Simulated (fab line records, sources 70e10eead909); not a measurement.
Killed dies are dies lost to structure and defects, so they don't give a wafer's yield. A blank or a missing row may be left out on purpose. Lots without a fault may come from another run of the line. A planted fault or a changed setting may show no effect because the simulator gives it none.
Chamber matching | flow nand_harc | NHARC_A_CHANNEL_FILL_D1_ETCHBACK_20 on rie_diel-04: 4 sister chambers
The step etches the open film in C4F8/O2/Ar, target depth 27 nm, time 13.5 s. 22 wafers are shown with their chamber, then 11 later ones without.

WAFERS WITH THEIR CHAMBER
wafer  | chamber | rf_vpp_V (V) | chamber_pressure_mTorr (mTorr) | oes_product_au (a.u.)
L075.1 | 3       | 977          | 24.964                         | 0.99
L075.2 | 0       | 970          | 25.001                         | 0.99
L075.5 | 3       | 977          | 24.997                         | 0.98
L076.1 | 3       | 977          | 25.008                         | 1.00
L076.3 | 1       | 983          | 24.993                         | 1.00
L076.5 | 0       | 969          | 25.008                         | 1.02
L077.2 | 2       | 977          | 24.996                         | 1.01
L077.3 | 1       | 985          | 25.010                         | 1.01
L077.5 | 0       | 969          | 25.004                         | 1.02
L078.2 | 1       | 985          | 24.991                         | 1.01
L078.3 | 0       | 970          | 25.015                         | 1.01
L078.5 | 0       | 969          | 25.024                         | 1.02
L079.3 | 0       | 967          | 25.002                         | 0.93
L079.5 | 0       | 968          | 25.014                         | 0.92
L079.6 | 3       | 976          | 25.024                         | 0.91
L082.2 | 3       | 977          | 24.980                         | 0.99
L082.3 | 1       | 985          | 25.024                         | 0.93
L082.5 | 1       | 985          | 24.969                         | 0.92
L084.2 | 1       | 985          | 25.005                         | 0.93
L084.5 | 2       | 976          | 24.987                         | 0.92
L084.6 | 1       | 987          | 24.988                         | 0.93
L085.3 | 0       | 969          | 24.992                         | 0.95

SIGNATURES (means of the wafers above)
reading                | chamber 0 | chamber 1 | chamber 2 | chamber 3 | scatter within a chamber
rf_vpp_V               | 968.88    | 985.00    | 976.50    | 976.80    | 0.948
chamber_pressure_mTorr | 25.00750  | 24.99714  | 24.99150  | 24.99460  | 0.0164
oes_product_au         | 0.9825    | 0.9614    | 0.9650    | 0.9740    | 0.0428
Rule: a wafer's distance from a chamber is the root of the sum, over the readings, of the square of ((its reading less the chamber's mean) divided by the reading's scatter). The wafer belongs to the nearest chamber; if the next one is less than 2 further off, it can't be placed. The scatter: the root of (the sum of the squares of (reading less its chamber's mean) over the shown wafers, divided by (wafers less chambers)).

WAFERS WITHOUT THEIR CHAMBER
wafer  | rf_vpp_V (V) | chamber_pressure_mTorr (mTorr) | oes_product_au (a.u.)
L085.4 | 977          | 25.015                         | 0.92
L085.5 | 976          | 24.997                         | 0.92
L092.1 | 985          | 24.964                         | 0.94
L092.3 | 976          | 25.047                         | 0.92
L092.4 | 969          | 24.980                         | 0.92
L095.1 | 976          | 24.981                         | 1.00
L095.2 | 984          | 25.001                         | 1.03
L095.5 | 976          | 24.988                         | 1.00
L096.1 | 977          | 24.982                         | 0.92
L096.4 | 970          | 25.023                         | 0.91
L096.6 | 975          | 25.001                         | 0.93

WHICH CHAMBER EACH WENT THROUGH
wafer  | from the rows above     | in truth
L085.4 | can't be placed: 3 or 2 | 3
L085.5 | can't be placed: 2 or 3 | 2
L092.1 | 1                       | 1
L092.3 | can't be placed: 3 or 2 | 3
L092.4 | 0                       | 0
L095.1 | can't be placed: 2 or 3 | 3
L095.2 | 1                       | 1
L095.5 | can't be placed: 2 or 3 | 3
L096.1 | can't be placed: 2 or 3 | 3
L096.4 | 0                       | 0
L096.6 | can't be placed: 2 or 3 | 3
Placed correctly: 4 of 11. Can't be placed from these rows: 7 (the true chamber is among the candidates in 7). Placed wrongly: 0.
